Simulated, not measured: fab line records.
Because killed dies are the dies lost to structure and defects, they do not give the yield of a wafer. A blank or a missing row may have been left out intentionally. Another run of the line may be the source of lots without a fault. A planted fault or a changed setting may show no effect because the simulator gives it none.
Chamber matching    flow nand harc    NHARC_A_STAIRCASE_ALD_420 on ald hk-01: 4 sister chambers
The step deposits SiO2, target thk 20 nm, pulse time 6 s, ald cycles 200. 8 wafers are shown with their chamber, then 8 later ones without.

EACH WAFER AND ITS CHAMBER
wafer   chamber  heater power w (W)  susceptor temp C (C)
L079.6  3        519                 299.99
L080.1  0        404                 299.80
L080.2  2        476                 299.82
L080.4  3        510                 300.30
L083.2  0        397                 300.01
L083.4  1        480                 300.09
L083.5  1        485                 299.88
L088.2  2        510                 299.83

WAFERS MISSING THEIR CHAMBER
wafer   heater power w (W)  susceptor temp C (C)
L088.3  497                 300.17
L088.6  414                 299.66
L091.1  505                 299.83
L091.3  508                 300.05
L091.4  416                 299.88
L096.3  521                 299.98
L096.4  508                 299.92
L096.5  488                 300.34

WHICH CHAMBER EACH WENT THROUGH
wafer   from the rows above           in truth
L088.3  can't be placed: 3 or 1 or 2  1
L088.6  0                             0
L091.1  can't be placed: 2 or 1 or 3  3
L091.3  can't be placed: 3 or 2 or 1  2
L091.4  0                             0
L096.3  can't be placed: 3 or 2 or 1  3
L096.4  can't be placed: 2 or 3 or 1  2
L096.5  can't be placed: 1 or 3 or 2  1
2 of 8 placed correctly. These rows do not allow placing 6 (true chamber among the candidates in 6). 0 placed wrongly.
How it was worked out, from the rows above alone: a wafer's distance from a chamber is the root of the sum, over the readings, of the square of ((its reading less the chamber's mean) divided by the reading's scatter). The wafer belongs to the nearest chamber; if the next one is less than 2 further off, it can't be placed. For every chamber, the mean is computed from those of its wafers that are shown. The scatter is the square root of a quotient: the sum, over the shown wafers, of each reading's squared deviation from its chamber's mean, divided by wafers minus chambers.
